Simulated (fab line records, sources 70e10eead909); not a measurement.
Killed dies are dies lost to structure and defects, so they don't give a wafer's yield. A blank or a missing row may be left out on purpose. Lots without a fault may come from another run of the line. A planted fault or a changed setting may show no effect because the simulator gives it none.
Chamber matching | flow nand_harc | NHARC_THIN_TSV_DEP_47 on pecvd-03: 3 sister chambers
The step deposits SiO2, target thk 200 nm. 14 wafers are shown with their chamber, then 7 later ones without.

WAFERS WITH THEIR CHAMBER
wafer  | chamber | throttle_valve_pct (%)
L077.3 | 1       | 15.5
L077.4 | 2       | 15.3
L077.5 | 1       | 15.3
L078.1 | 0       | 15.7
L078.2 | 2       | 15.5
L078.4 | 1       | 15.3
L080.3 | 0       | 15.9
L080.5 | 0       | 15.6
L080.6 | 2       | 15.3
L084.4 | 0       | 15.9
L084.5 | 1       | 15.7
L084.6 | 2       | 15.6
L095.1 | 2       | 15.2
L095.2 | 1       | 15.9

SIGNATURES (means of the wafers above)
reading            | chamber 0 | chamber 1 | chamber 2 | scatter within a chamber
throttle_valve_pct | 15.775    | 15.540    | 15.380    | 0.202
Rule: a wafer's distance from a chamber is the root of the sum, over the readings, of the square of ((its reading less the chamber's mean) divided by the reading's scatter). The wafer belongs to the nearest chamber; if the next one is less than 2 further off, it can't be placed. The scatter: the root of (the sum of the squares of (reading less its chamber's mean) over the shown wafers, divided by (wafers less chambers)).

WAFERS WITHOUT THEIR CHAMBER
wafer  | throttle_valve_pct (%)
L095.4 | 15.5
L096.1 | 15.0
L096.3 | 15.7
L096.6 | 16.0
L097.1 | 16.2
L097.2 | 15.6
L097.5 | 16.1

WHICH CHAMBER EACH WENT THROUGH
wafer  | from the rows above          | in truth
L095.4 | can't be placed: 1 or 2 or 0 | 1
L096.1 | can't be placed: 2 or 1 or 0 | 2
L096.3 | can't be placed: 0 or 1 or 2 | 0
L096.6 | can't be placed: 0 or 1 or 2 | 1
L097.1 | can't be placed: 0 or 1 or 2 | 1
L097.2 | can't be placed: 1 or 0 or 2 | 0
L097.5 | can't be placed: 0 or 1 or 2 | 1
Placed correctly: 0 of 7. Can't be placed from these rows: 7 (the true chamber is among the candidates in 7). Placed wrongly: 0.
